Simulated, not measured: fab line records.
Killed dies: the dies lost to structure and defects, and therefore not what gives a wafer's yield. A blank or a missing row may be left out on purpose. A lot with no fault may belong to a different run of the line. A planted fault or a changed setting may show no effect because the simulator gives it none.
fab line records	flow nandHarc
record: lots: 12	wafers: 36	lastDay: 24
route steps=1159 shown P_CONTACT@252 P_M1@290 END@1159
lots that met no fault: taken from a fault-free run of the same line
startH: the number of hours between the record's first day and the start of the first shown wafer of the lot	waitH: hours elapsed since this lot's preceding step	" repeats the value in the row above	L1.1+2: a single row standing in for several wafers	- value missing, or start not given	* or withheld: withheld	< > ~ a bound
route shown NAME@n: names a module that has steps shown in the file, with the first one's number in the route	usual: mean/standard deviation taken from wafers without a fault	same: alike in all rows	chamber/n: place in a boat	sites: readings site by site	_std_site: standard deviation of those values	_edge_site: inner sites' mean taken away from outer sites' mean	radiusMm: for every site, how far away it sits from the centre of the wafer	mask NAME#n: copy n	behind: the last tool/chamber to shape the wafer	hold: what put the lot on hold/how long, in hours/how the hold closed	device: which transistor (n, p or np) failed to switch	end of line: the same wafers' tests at the end of the route	step lacking rows: just its recipe	killed: at the first sort, the dies lost to defects and structure; wafer yield is something else	map: shows each die of a wafer: x if killed, . if not, _ if none is there
set.NAME: the setting as run; set.NAME@STEP: as run at that earlier step	model.NAME: the simulator's own value behind a step, which no gauge read
one table for each step of the route and one row for each wafer, over a sample of lots
services: the hour from which a tool's chamber was out of use, counted from the record's first day as startH (under 0 if before that day), plus the number of hours and why
== steps ==
step: NHARC_P_CONTACT_INSPECT_27
usual: rawDefectCount: 277/89
lot.wafer	tool	chamber	startH	waitH	rawDefectCount
L535.1	defectInspect-01	-	116.86	0.1	290
L535.2	"	-	"	"	242
L535.5	"	-	"	"	213
L537.1	defectInspect-01	-	120.70	0.1	215
L537.2	"	-	"	"	300
L537.6	"	-	"	"	184
L536.1	defectInspect-02	-	130.13	0.1	132
L536.3	"	-	"	"	218
L536.4	"	-	"	"	199
L539.1	defectInspect-01	-	134.10	0.1	277
L539.3	"	-	"	"	251
L539.4	"	-	"	"	237
L542.1	defectInspect-01	-	160.90	0.1	290
L542.2	"	-	"	"	268
L542.6	"	-	"	"	237
L544.1	defectInspect-02	-	165.57	0.1	189
L544.2	"	-	"	"	183
L544.6	"	-	"	"	257
L543.1	defectInspect-02	-	166.13	0.1	430
L543.2	"	-	"	"	266
L543.5	"	-	"	"	331
L546.1	defectInspect-02	-	193.86	0.1	160
L546.2	"	-	"	"	377
L546.3	"	-	"	"	324
L552.1	defectInspect-02	-	222.77	0.1	269
L552.3	"	-	"	"	209
L552.4	"	-	"	"	277
L553.4	defectInspect-02	-	224.98	0.1	257
L553.5	"	-	"	"	240
L553.6	"	-	"	"	211
L556.1	defectInspect-01	-	240.48	0.1	356
L556.4	"	-	"	"	201
L556.6	"	-	"	"	292
L558.2	defectInspect-01	-	246.58	0.1	337
L558.4	"	-	"	"	331
L558.6	"	-	"	"	306
step: NHARC_P_M1_SOFTBAKE_04
recipe: tempC: 105	timeS: 55
usual: heaterPowerTotalW: 188.43/0.13
lot.wafer	tool	chamber	startH	waitH	heaterPowerTotalW
L535.1	lithoTrack-04	0	121	-	188.48
L535.2	"	0	"	"	188.38
L535.5	"	0	"	"	188.47
L537.1	lithoTrack-01	0	125	-	188.25
L537.2	"	0	"	"	188.27
L537.6	"	0	"	"	188.36
L536.1	lithoTrack-01	0	135	-	188.47
L536.3	"	0	"	"	188.37
L536.4	"	0	"	"	188.79
L539.1	lithoTrack-06	0	138	-	188.42
L539.3	"	0	"	"	188.53
L539.4	"	0	"	"	188.33
L542.1	lithoTrack-01	0	165	-	188.38
L542.2	"	0	"	"	188.36
L542.6	"	0	"	"	188.33
L544.1	lithoTrack-01	0	170	-	188.38
L544.2	"	0	"	"	188.47
L544.6	"	0	"	"	188.50
L543.1	lithoTrack-04	0	170	-	188.46
L543.2	"	0	"	"	188.33
L543.5	"	0	"	"	188.44
L546.1	lithoTrack-01	0	198	-	188.33
L546.2	"	0	"	"	188.51
L546.3	"	0	"	"	188.73
L552.1	lithoTrack-01	0	227	-	167.00
L552.3	"	0	"	"	166.65
L552.4	"	0	"	"	166.66
L553.4	lithoTrack-01	0	229	-	166.64
L553.5	"	0	"	"	166.60
L553.6	"	0	"	"	166.73
L556.1	lithoTrack-06	0	245	-	188.81
L556.4	"	0	"	"	188.38
L556.6	"	0	"	"	188.69
L558.2	lithoTrack-04	0	251	-	188.57
L558.4	"	0	"	"	188.52
L558.6	"	0	"	"	188.41
step: NHARC_P_M1_ETCH_15
recipe: targetDepthA: 1825	timeS: 91.2	c4f8FlowSccm: withheld	arFlowSccm: 400	rfW: 600	biasW: 300	chemistry: C4F8/Ar
usual: oesProductAu: 0.959/0.016	rfVppV: 441.4/2.5
lot.wafer	tool	chamber	startH	waitH	oesProductAu	rfHoursCounterH	rfVppV
L535.2	rieDiel-08	3	-	-	0.959	4.1	442.2
L535.1	"	1	"	"	0.975	4.5	440.8
L535.5	"	2	"	"	0.967	-	439.4
L537.1	rieDiel-12	2	-	-	0.934	3.9	440.6
L537.2	"	0	"	"	0.939	4.4	445.4
L537.6	"	3	"	"	0.935	-	442.0
L536.3	rieDiel-08	0	-	-	0.954	0.0	445.0
L536.1	"	1	"	"	0.945	0.0	440.9
L536.4	"	2	"	"	0.964	0.0	440.2
L539.1	rieDiel-08	2	-	-	0.976	0.1	440.6
L539.4	"	3	"	"	0.971	0.1	443.4
L539.3	"	0	"	"	0.951	0.1	444.3
L542.1	rieDiel-12	0	-	-	0.966	7.7	445.2
L542.2	"	2	"	"	0.971	7.7	441.3
L542.6	"	1	"	"	0.969	-	442.4
L544.1	rieDiel-12	1	-	-	0.970	8.5	440.4
L544.2	"	0	"	"	0.962	7.8	444.6
L544.6	"	2	"	"	0.965	-	440.7
L543.2	rieDiel-12	2	-	-	0.963	7.9	442.6
L543.1	"	3	"	"	0.979	7.8	443.4
L543.5	"	1	"	"	0.971	-	441.1
L546.3	rieDiel-10	0	-	-	0.964	1.1	438.4
L546.2	"	1	"	"	0.993	1.4	443.7
L546.1	"	3	"	"	0.953	1.3	438.3
L552.3	rieDiel-10	3	-	-	0.952	2.8	436.7
L552.1	"	2	"	"	0.952	3.1	441.1
L552.4	"	2	"	"	0.954	-	439.9
L553.4	rieDiel-08	2	-	-	0.970	2.4	439.9
L553.5	"	1	"	"	0.947	-	442.0
L553.6	"	2	"	"	0.968	-	441.6
L556.4	rieDiel-12	1	-	-	0.975	2.1	440.6
L556.1	"	0	"	"	0.966	2.1	444.4
L556.6	"	1	"	"	0.973	-	439.5
L558.4	rieDiel-10	1	-	-	0.960	5.9	443.8
L558.2	"	3	"	"	0.971	6.3	439.2
L558.6	"	1	"	"	0.963	-	442.6
step: NHARC_P_M1_STRIP_18
recipe: powerW: 1000	n2FlowSccm: 150	h2FlowSccm: 150	arFlowSccm: 0	biasW: 0	chemistry: N2/H2
usual: drypumpMotorCurrentA: 5.6/0.53	oesProductAu: 0.996/0.0094	rfVppV: 90.8/0.95	showerheadPlenumPTorr: 2.08/0.082	throttleValvePct: 14.171/0.0094
lot.wafer	tool	chamber	startH	waitH	drypumpMotorCurrentA	oesProductAu	rfHoursCounterH	rfVppV	showerheadPlenumPTorr	throttleValvePct
L535.2	rieDiel-12	0	122.42	0.1	6.7	1.003	4	90.9	2.21	14.166
L535.1	"	3	"	"	5.1	0.988	4	90.6	2.15	14.176
L535.5	"	0	"	"	6.7	1.001	-	92.3	2.21	14.179
L537.2	rieDiel-12	1	126.43	0.1	5.7	1.006	5	89.6	2.05	14.177
L537.1	"	3	"	"	5.2	0.986	4	90.8	2.15	14.174
L537.6	"	2	"	"	5.1	0.993	-	91.1	2.04	14.157
L536.1	rieDiel-10	0	136.03	0.1	5.9	0.984	11	89.5	1.96	14.174
L536.4	"	2	"	"	5.3	0.990	10	91.2	2.01	14.163
L536.3	"	3	"	"	5.1	0.999	8	89.2	1.92	14.163
L539.1	rieDiel-10	0	139.66	0.1	5.9	0.988	11	89.8	1.96	14.166
L539.3	"	1	"	"	5.7	1.009	12	92.1	2.13	14.180
L539.4	"	2	"	"	5.4	1.014	10	88.7	2.01	14.173
L542.2	rieDiel-12	3	166.65	0.1	5.2	1.005	8	92.4	2.15	14.162
L542.1	"	1	"	"	5.7	1.010	8	90.4	2.05	14.178
L542.6	"	2	"	"	5.1	1.006	-	91.6	2.04	14.165
L544.2	rieDiel-08	0	171.03	0.1	6.2	1.006	1	90.6	2.20	14.181
L544.1	"	2	"	"	5.6	0.997	1	91.1	2.04	14.175
L544.6	"	0	"	"	6.2	1.005	-	91.7	2.20	14.168
L543.1	rieDiel-08	1	171.70	0.1	5.3	0.990	1	89.8	2.04	14.172
L543.2	"	2	"	"	5.6	1.000	1	89.4	2.04	14.174
L543.5	"	1	"	"	5.3	0.993	-	90.7	2.04	14.172
L546.2	rieDiel-08	1	199.47	0.1	5.3	0.985	1	91.7	2.04	14.182
L546.3	"	2	"	"	5.6	0.996	2	91.1	2.04	14.165
L546.1	"	0	"	"	6.2	0.993	1	91.1	2.20	14.154
L552.1	rieDiel-12	0	228.33	0.1	6.7	1.006	1	91.9	2.20	14.177
L552.3	"	1	"	"	5.8	0.987	1	89.4	2.05	14.168
L552.4	"	3	"	"	5.2	0.983	1	92.5	2.15	14.179
L553.4	rieDiel-12	1	230.66	0.1	5.7	0.985	2	92.5	2.05	14.168
L553.6	"	3	"	"	5.2	0.979	-	91.5	2.15	14.165
L553.5	"	0	"	"	6.7	1.011	-	90.7	2.20	14.165
L556.4	rieDiel-12	1	246.28	0.1	5.7	0.983	2	90.2	2.05	14.146
L556.1	"	2	"	"	5.1	0.990	2	91.4	2.04	14.168
L556.6	"	0	"	"	6.7	0.998	-	91.2	2.20	14.181
L558.4	rieDiel-12	3	252.24	0.1	5.2	0.986	3	90.5	2.15	14.157
L558.2	"	1	"	"	5.7	1.001	3	90.5	2.05	14.168
L558.6	"	3	"	"	5.1	0.994	-	90.7	2.15	14.163
step: NHARC_END_SORT_01
recipe: tempC: 25
usual: defectLimitedYield: 95.4/1.4	killedAtArray: 27/9.3	killedAtOther: 0.9/1.3	killedAtPeriphery: 3.6/2.7	killedDies: 31/9.7	killedOpen: 3.3/1.8	killedShort: 2.0/1.5	sort_bin_2_pct: 1.4/0.63	sort_bin_3_pct: 0.25/0.21	sort_bin_4_pct: 2.9/0.93	sortNPass: 646/9.7	sortRimYieldPct: 95/3.1	sortYieldPct: 95.4/1.4
same: grossDies: 677	sort_bin_5_pct[%]: 0	sort_bin_6_pct[%]: 0	sort_bin_7_pct[%]: 0	sort_bin_8_pct[%]: 0	sortRimNGross: 106.00
lot.wafer	tool	chamber	startH	waitH	defectLimitedYield[%]	killedAtArray	killedAtOther	killedAtPeriphery	killedDies	killedOpen	killedShort	sort_bin_2_pct[%]	sort_bin_3_pct[%]	sort_bin_4_pct[%]	sortNPass	sortRimYieldPct[%]	sortYieldPct[%]
L539.1	prober-01	0	446.73	2.5	94.8	29	1	5	35	4	0	1.3	0	3.8	642	93	94.8
L539.3	prober-01	0	448.32	3.1	97.3	12	1	5	18	1	2	0.7	0	1.9	659	100	97.3
L539.4	prober-01	0	449.12	3.4	96.5	15	3	6	24	2	2	1.5	0.15	1.9	653	94	96.5
L537.1	prober-01	0	454.47	2.5	96.2	23	0	3	26	4	3	1.2	0	2.7	651	94	96.2
L537.2	prober-01	0	455.28	2.8	97.3	17	0	1	18	1	4	0.3	0.30	2.1	659	97	97.3
L537.6	prober-01	0	458.50	4.0	95.9	26	1	1	28	6	2	0.9	0.15	3.1	649	92	95.9
L536.1	prober-01	0	462.28	2.5	93.9	34	1	6	41	1	2	2.4	0.30	3.4	636	90	93.9
L536.3	prober-01	0	463.87	3.1	94.2	27	2	10	39	1	0	1.5	0.74	3.5	638	92	94.2
L536.4	prober-01	0	464.66	3.4	94.5	28	0	9	37	1	1	1.2	0.59	3.7	640	92	94.5
L535.1	prober-02	0	463.81	2.5	95.6	25	0	5	30	7	2	1.0	0.30	3.1	647	92	95.6
L535.2	prober-02	0	464.60	2.8	95.0	28	1	5	34	2	3	1.3	0.30	3.4	643	95	95.0
L535.5	prober-02	0	466.98	3.7	95.1	28	0	5	33	2	2	1.8	0	3.1	644	98	95.1
L544.1	prober-01	0	480.72	2.5	94.4	30	4	4	38	4	2	1.2	0	4.4	639	89	94.4
L544.2	prober-01	0	481.51	2.8	90.7	59	0	4	63	5	6	3.8	0.59	4.9	614	89	90.7
L544.6	prober-01	0	484.69	4.0	94.1	31	0	9	40	2	4	1.6	0.59	3.7	637	91	94.1
L543.1	prober-02	0	487.91	2.5	96.3	21	0	4	25	5	0	1.3	0.30	2.1	652	97	96.3
L543.2	prober-02	0	488.70	2.8	97.2	18	0	1	19	2	4	0.6	0.15	2.1	658	97	97.2
L543.5	prober-02	0	491.07	3.7	95.9	25	1	2	28	4	2	1.8	0.15	2.2	649	95	95.9
L542.1	prober-02	0	495.58	2.4	95.0	27	0	7	34	6	2	1.6	0.15	3.2	643	92	95.0
L542.2	prober-02	0	496.36	2.7	93.9	39	0	2	41	3	5	1.8	0.15	4.1	636	92	93.9
L542.6	prober-02	0	499.48	3.9	97.0	17	1	2	20	3	1	1.2	0.15	1.6	657	97	97.0
L546.1	prober-01	0	504.88	2.5	93.5	42	1	1	44	2	1	1.9	0.44	4.1	633	90	93.5
L546.2	prober-01	0	505.68	2.8	93.1	45	2	0	47	1	1	2.4	0.15	4.4	630	90	93.1
L546.3	prober-01	0	506.49	3.1	93.1	42	1	4	47	2	1	2.4	0	4.6	630	89	93.1
L552.1	prober-01	0	540.97	2.5	97.0	19	1	0	20	1	1	1.2	0	1.8	657	95	97.0
L552.3	prober-01	0	542.57	3.1	94.5	30	3	4	37	4	4	2.1	0.15	3.2	640	92	94.5
L552.4	prober-01	0	543.37	3.4	96.0	24	2	1	27	2	0	1.9	0	2.1	650	93	96.0
L553.4	prober-02	0	543.44	3.4	96.2	25	0	1	26	5	3	0.6	0.15	3.1	651	90	96.2
L553.5	prober-02	0	544.25	3.7	95.6	28	0	2	30	4	2	0.9	0.44	3.1	647	94	95.6
L553.6	prober-02	0	545.06	4.0	95.7	27	0	2	29	1	1	1.3	0.59	2.4	648	100	95.7
L558.2	prober-02	0	563.43	2.8	94.1	35	0	5	40	2	0	1.2	0.59	4.1	637	92	94.1
L558.4	prober-02	0	565.02	3.4	93.1	40	0	7	47	2	8	2.8	0.30	3.8	630	94	93.1
L558.6	prober-02	0	566.60	4.0	94.7	31	1	4	36	7	1	1.3	0.15	3.8	641	94	94.7
L556.1	prober-01	0	567.47	2.5	95.4	31	0	0	31	3	0	1.5	0.15	3.0	646	90	95.4
L556.4	prober-01	0	569.88	3.4	95.4	28	1	2	31	1	1	1.9	0.59	2.1	646	94	95.4
L556.6	prober-01	0	571.48	4.0	94.2	30	1	8	39	5	4	1.2	0.44	4.1	638	90	94.2
killed by level:class
L539.1 A_SLIT:chamberFilmFlake=10 A_CONTACT:chamberFilmFlake=7 P_M1:chamberFilmFlake=3 A_STAIRCASE:chamberFilmFlake=3 A_WL_FILL:chamberFilmFlake=3 A_WL_FILL:geometricParticle:open=2 A_CHANNEL_HOLE_D1:chamberFilmFlake=2 A_CHANNEL_FILL_D1:geometricParticle:open=1
L539.3 A_SLIT:chamberFilmFlake=7 A_CONTACT:chamberFilmFlake=2 P_CONTACT:geometricParticle:short=1 P_M0:geometricParticle:open=1 A_M0:geometricParticle:short=1 P_STI:chamberFilmFlake=1 P_GATE:chamberFilmFlake=1 P_M1:chamberFilmFlake=1
L539.4 A_SLIT:chamberFilmFlake=6 P_M1:chamberFilmFlake=4 A_CONTACT:chamberFilmFlake=3 A_CONTACT:geometricParticle:open=2 A_STAIRCASE:chamberFilmFlake=2 THIN_TSV:chamberFilmFlake=2 A_M0:geometricParticle:short=1 STARTING-WAFER:geometricParticle:short=1
L537.1 A_CHANNEL_HOLE_D1:chamberFilmFlake=11 A_CONTACT:chamberFilmFlake=6 P_M0:geometricParticle:open=1 P_M0:geometricParticle:short=1 A_ONON_D1:geometricParticle:open=1 A_ONON_D1:geometricParticle:short=1 A_CONTACT:geometricParticle:open=1 A_BLC:geometricParticle:short=1
L537.2 A_CHANNEL_HOLE_D1:chamberFilmFlake=6 A_CONTACT:chamberFilmFlake=4 A_STAIRCASE:chamberFilmFlake=2 P_CONTACT:geometricParticle:short=1 A_ONON_D1:geometricParticle:short=1 A_SGD_CUT:geometricParticle:short=1 A_CONTACT:geometricParticle:open=1 A_M0:geometricParticle:short=1
L537.6 A_CHANNEL_HOLE_D1:chamberFilmFlake=11 A_CONTACT:chamberFilmFlake=8 A_ONON_D1:geometricParticle:open=2 A_CONTACT:geometricParticle:open=2 P_STI:geometricParticle:open=1 A_ONON_D1:geometricParticle:short=1 A_WL_FILL:geometricParticle:short=1 A_M1:geometricParticle:open=1
L536.1 A_CHANNEL_HOLE_D1:chamberFilmFlake=17 A_STAIRCASE:chamberFilmFlake=5 A_SLIT:chamberFilmFlake=5 P_M1:chamberFilmFlake=3 P_CONTACT:chamberFilmFlake=2 A_WL_FILL:chamberFilmFlake=2 A_CONTACT:chamberFilmFlake=2 A_ONON_D1:geometricParticle:short=1
L535.1 A_SLIT:chamberFilmFlake=9 A_CHANNEL_HOLE_D1:chamberFilmFlake=6 A_CHANNEL_HOLE_D1:geometricParticle:open=2 A_WL_FILL:geometricParticle:open=2 P_STI:chamberFilmFlake=2 A_CONTACT:chamberFilmFlake=2 P_GATE:geometricParticle:open=1 P_CONTACT:geometricParticle:open=1
L536.3 A_CHANNEL_HOLE_D1:chamberFilmFlake=13 A_SLIT:chamberFilmFlake=10 P_CONTACT:chamberFilmFlake=5 P_M1:chamberFilmFlake=3 P_ZERO_WELL:chamberFilmFlake=2 A_STAIRCASE:chamberFilmFlake=2 A_CHANNEL_FILL_D1:geometricParticle:open=1 A_CONTACT:chamberFilmFlake=1
L535.2 A_SLIT:chamberFilmFlake=11 A_CHANNEL_HOLE_D1:chamberFilmFlake=7 A_STAIRCASE:chamberFilmFlake=3 A_CONTACT:chamberFilmFlake=3 P_GATE:chamberFilmFlake=2 P_STI:geometricParticle:open=1 A_SOURCE_PLATE:geometricParticle:short=1 A_STAIRCASE:geometricParticle:short=1
L536.4 A_SLIT:chamberFilmFlake=10 A_CHANNEL_HOLE_D1:chamberFilmFlake=9 P_M1:chamberFilmFlake=6 P_CONTACT:chamberFilmFlake=3 A_STAIRCASE:chamberFilmFlake=3 A_CONTACT:chamberFilmFlake=3 A_CHANNEL_FILL_D1:geometricParticle:short=1 A_CONTACT:geometricParticle:open=1
L535.5 A_CHANNEL_HOLE_D1:chamberFilmFlake=7 A_SLIT:chamberFilmFlake=7 A_STAIRCASE:chamberFilmFlake=5 A_CONTACT:chamberFilmFlake=4 P_STI:chamberFilmFlake=3 A_M0:geometricParticle:open=2 A_WL_FILL:geometricParticle:short=1 A_M1:geometricParticle:short=1
L544.1 A_CHANNEL_HOLE_D1:chamberFilmFlake=10 A_SLIT:chamberFilmFlake=10 A_CONTACT:chamberFilmFlake=3 A_STAIRCASE:chamberFilmFlake=3 A_M1:geometricParticle:short=2 THIN_TSV:chamberFilmFlake=2 P_GATE:geometricParticle:open=1 A_ONON_D1:geometricParticle:open=1
L544.2 A_CHANNEL_HOLE_D1:chamberFilmFlake=22 A_SLIT:chamberFilmFlake=15 A_CONTACT:chamberFilmFlake=11 A_WL_FILL:geometricParticle:open=2 A_M0:geometricParticle:short=2 P_CONTACT:chamberFilmFlake=2 P_CONTACT:geometricParticle:open=1 P_M0:geometricParticle:short=1
L544.6 A_SLIT:chamberFilmFlake=12 A_CHANNEL_HOLE_D1:chamberFilmFlake=9 P_M2:chamberFilmFlake=5 A_CONTACT:chamberFilmFlake=3 P_CONTACT:chamberFilmFlake=2 A_WL_FILL:chamberFilmFlake=2 P_CONTACT:geometricParticle:short=1 P_M0:geometricParticle:open=1
L543.1 A_STAIRCASE:chamberFilmFlake=7 A_CHANNEL_HOLE_D1:chamberFilmFlake=6 A_CONTACT:chamberFilmFlake=4 P_GATE:geometricParticle:open=1 P_CONTACT:geometricParticle:open=1 A_WL_FILL:geometricParticle:open=1 A_CONTACT:geometricParticle:open=1 A_M0:geometricParticle:open=1
L543.2 A_STAIRCASE:chamberFilmFlake=6 A_SGD_CUT:chamberFilmFlake=3 A_CHANNEL_FILL_D1:geometricParticle:short=2 A_CONTACT:chamberFilmFlake=2 A_SOURCE_PLATE:geometricParticle:short=1 A_CONTACT:geometricParticle:short=1 A_CONTACT:geometricParticle:open=1 A_M0:geometricParticle:open=1
L543.5 A_STAIRCASE:chamberFilmFlake=10 A_CONTACT:chamberFilmFlake=4 A_CHANNEL_HOLE_D1:chamberFilmFlake=3 P_CONTACT:chamberFilmFlake=2 A_M0:geometricParticle:open=2 A_CHANNEL_HOLE_D1:geometricParticle:short=1 A_SGD_CUT:geometricParticle:open=1 A_WL_FILL:geometricParticle:short=1
L542.1 A_CHANNEL_HOLE_D1:chamberFilmFlake=10 A_STAIRCASE:chamberFilmFlake=7 A_WL_FILL:chamberFilmFlake=3 A_WL_FILL:geometricParticle:open=2 A_M0:geometricParticle:open=2 P_BONDPAD:chamberFilmFlake=2 A_CONTACT:chamberFilmFlake=2 P_GATE:geometricParticle:open=1
L542.2 A_CHANNEL_HOLE_D1:chamberFilmFlake=14 A_STAIRCASE:chamberFilmFlake=8 A_WL_FILL:chamberFilmFlake=5 A_CONTACT:chamberFilmFlake=4 P_M1:geometricParticle:open=1 A_CHANNEL_FILL_D1:geometricParticle:short=1 A_CHANNEL_HOLE_D1:geometricParticle:short=1 A_WL_FILL:geometricParticle:short=1
L542.6 A_CHANNEL_HOLE_D1:chamberFilmFlake=13 P_STI:geometricParticle:open=1 P_CONTACT:geometricParticle:open=1 A_SOURCE_PLATE:geometricParticle:short=1 STARTING-WAFER:geometricParticle:open=1 A_CHANNEL_FILL_D1:chamberFilmFlake=1 A_STAIRCASE:chamberFilmFlake=1 A_WL_FILL:chamberFilmFlake=1
L546.1 A_CHANNEL_HOLE_D1:chamberFilmFlake=23 A_SLIT:chamberFilmFlake=11 A_STAIRCASE:chamberFilmFlake=3 A_CHANNEL_FILL_D1:geometricParticle:short=1 A_SGD_CUT:geometricParticle:open=1 A_WL_FILL:geometricParticle:open=1 P_M1:chamberFilmFlake=1 A_ZERO_WELL:chamberFilmFlake=1
L546.2 A_CHANNEL_HOLE_D1:chamberFilmFlake=24 A_SLIT:chamberFilmFlake=13 A_CHANNEL_FILL_D1:chamberFilmFlake=2 A_STAIRCASE:chamberFilmFlake=2 A_WL_FILL:geometricParticle:short=1 STARTING-WAFER:geometricParticle:open=1 A_ZERO_WELL:chamberFilmFlake=1 A_WL_FILL:chamberFilmFlake=1
L546.3 A_CHANNEL_HOLE_D1:chamberFilmFlake=18 A_SLIT:chamberFilmFlake=11 A_STAIRCASE:chamberFilmFlake=8 A_WL_FILL:chamberFilmFlake=2 P_GATE:geometricParticle:open=1 P_CONTACT:geometricParticle:open=1 A_WL_FILL:geometricParticle:short=1 P_STI:chamberFilmFlake=1
L552.1 A_CHANNEL_HOLE_D1:chamberFilmFlake=13 A_STAIRCASE:chamberFilmFlake=3 A_ONON_D1:geometricParticle:open=1 A_CONTACT:geometricParticle:short=1 A_M1:chamberFilmFlake=1 HYBRID_BOND:chamberFilmFlake=1
L552.3 A_CHANNEL_HOLE_D1:chamberFilmFlake=21 HYBRID_BOND:chamberFilmFlake=3 A_CONTACT:chamberFilmFlake=2 P_CONTACT:geometricParticle:open=1 P_M1:geometricParticle:open=1 P_M2:geometricParticle:short=1 A_ONON_D1:geometricParticle:open=1 A_ONON_D1:geometricParticle:short=1
L552.4 A_CHANNEL_HOLE_D1:chamberFilmFlake=17 A_STAIRCASE:chamberFilmFlake=2 A_CONTACT:chamberFilmFlake=2 HYBRID_BOND:chamberFilmFlake=2 P_M0:geometricParticle:open=1 A_ONON_D1:geometricParticle:open=1 A_SLIT:chamberFilmFlake=1 A_WL_FILL:chamberFilmFlake=1
L553.4 A_SLIT:chamberFilmFlake=13 A_CHANNEL_HOLE_D1:chamberFilmFlake=4 P_M1:geometricParticle:open=1 A_ONON_D1:geometricParticle:short=1 A_CHANNEL_FILL_D1:geometricParticle:open=1 A_WL_FILL:geometricParticle:short=1 A_BLC:geometricParticle:open=1 A_M0:geometricParticle:short=1
L553.5 A_SLIT:chamberFilmFlake=16 A_CHANNEL_HOLE_D1:chamberFilmFlake=3 A_CONTACT:chamberFilmFlake=3 P_STI:geometricParticle:open=1 P_M0:geometricParticle:open=1 A_ONON_D1:geometricParticle:open=1 A_CHANNEL_HOLE_D1:geometricParticle:short=1 A_CHANNEL_FILL_D1:geometricParticle:short=1
L553.6 A_SLIT:chamberFilmFlake=20 A_CHANNEL_HOLE_D1:chamberFilmFlake=4 P_M1:geometricParticle:short=1 A_M0:geometricParticle:open=1 P_GATE:chamberFilmFlake=1 A_CHANNEL_FILL_D1:chamberFilmFlake=1 A_CONTACT:chamberFilmFlake=1
L558.2 A_CONTACT:chamberFilmFlake=12 A_CHANNEL_HOLE_D1:chamberFilmFlake=5 P_STI:chamberFilmFlake=4 A_STAIRCASE:chamberFilmFlake=4 A_SGD_CUT:chamberFilmFlake=3 A_WL_FILL:chamberFilmFlake=3 A_BONDPAD:chamberFilmFlake=3 A_CHANNEL_FILL_D1:chamberFilmFlake=2
L558.4 A_CHANNEL_HOLE_D1:chamberFilmFlake=8 A_CONTACT:chamberFilmFlake=6 A_BONDPAD:chamberFilmFlake=6 A_STAIRCASE:chamberFilmFlake=4 A_SGD_CUT:chamberFilmFlake=4 A_ONON_D1:geometricParticle:short=3 P_GATE:chamberFilmFlake=3 A_WL_FILL:chamberFilmFlake=3
L558.6 A_CONTACT:chamberFilmFlake=11 A_CHANNEL_HOLE_D1:chamberFilmFlake=7 A_ONON_D1:geometricParticle:open=2 P_STI:chamberFilmFlake=2 A_BLC:chamberFilmFlake=2 A_CHANNEL_FILL_D1:chamberFilmFlake=2 P_GATE:geometricParticle:open=1 A_SGD_CUT:geometricParticle:short=1
L556.1 A_CHANNEL_HOLE_D1:chamberFilmFlake=16 A_CONTACT:chamberFilmFlake=7 A_STAIRCASE:chamberFilmFlake=4 A_SOURCE_PLATE:geometricParticle:open=1 A_CONTACT:geometricParticle:open=1 A_BLC:geometricParticle:open=1 A_ZERO_WELL:chamberFilmFlake=1
L556.4 A_CHANNEL_HOLE_D1:chamberFilmFlake=18 A_CONTACT:chamberFilmFlake=4 P_STI:chamberFilmFlake=2 A_STAIRCASE:chamberFilmFlake=2 A_SOURCE_PLATE:geometricParticle:open=1 A_BLC:geometricParticle:short=1 A_ZERO_WELL:chamberFilmFlake=1 A_M1:chamberFilmFlake=1
L556.6 A_CHANNEL_HOLE_D1:chamberFilmFlake=20 A_STAIRCASE:chamberFilmFlake=4 A_CONTACT:chamberFilmFlake=4 P_CONTACT:geometricParticle:open=3 P_CONTACT:geometricParticle:short=1 P_M0:geometricParticle:short=1 P_M1:geometricParticle:short=1 A_SOURCE_PLATE:geometricParticle:open=1
== services ==
tool	chamber	startH	hours	kind
rieDiel-12	3	100.38	3.9	repair
rieDiel-12	0	108.22	-	clean
rieDiel-12	1	108.22	-	clean
rieDiel-12	2	108.22	-	clean
rieDiel-12	3	108.22	-	clean
lithoTrack-06	-	117.00	7.0	pm
rieDiel-08	-	124.80	9.0	pm
rieDiel-10	0	128.19	2.0	repair
rieDiel-12	-	131.52	0.3	repair
rieDiel-12	0	132.74	-	clean
rieDiel-12	1	132.74	-	clean
rieDiel-12	2	132.74	-	clean
rieDiel-12	3	132.74	-	clean
lithoTrack-04	-	141.00	7.0	pm
rieDiel-12	0	157.24	-	clean
rieDiel-12	1	157.24	-	clean
rieDiel-12	2	157.24	-	clean
rieDiel-12	3	157.24	-	clean
rieDiel-10	-	176.50	9.0	pm
rieDiel-12	0	181.74	-	clean
rieDiel-12	1	181.74	-	clean
rieDiel-12	2	181.74	-	clean
rieDiel-12	-	202.40	9.0	pm
rieDiel-10	0	225.25	10.0	repair
== key ==
firstSign: step: NHARC_P_M1_SOFTBAKE_04	reading: heaterPowerTotalW	direction: down	sigmas: 99+	usual: *	struck: *
effect none on later readings
metAt NHARC_P_M1_SOFTBAKE_04
struckLots L552,L553
notActingAt NHARC_P_CONTACT_INSPECT_27,NHARC_P_M1_ETCH_15,NHARC_P_M1_STRIP_18
onsetBetween 198 227
fault: kind: processParameterDrift	tool: lithoTrack-01	chamber: -	onsetH: 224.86	steps: NHARC_P_M1_SOFTBAKE_04	channel: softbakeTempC	offset: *	shape: step	endH: 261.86	actsIn: *	stated: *
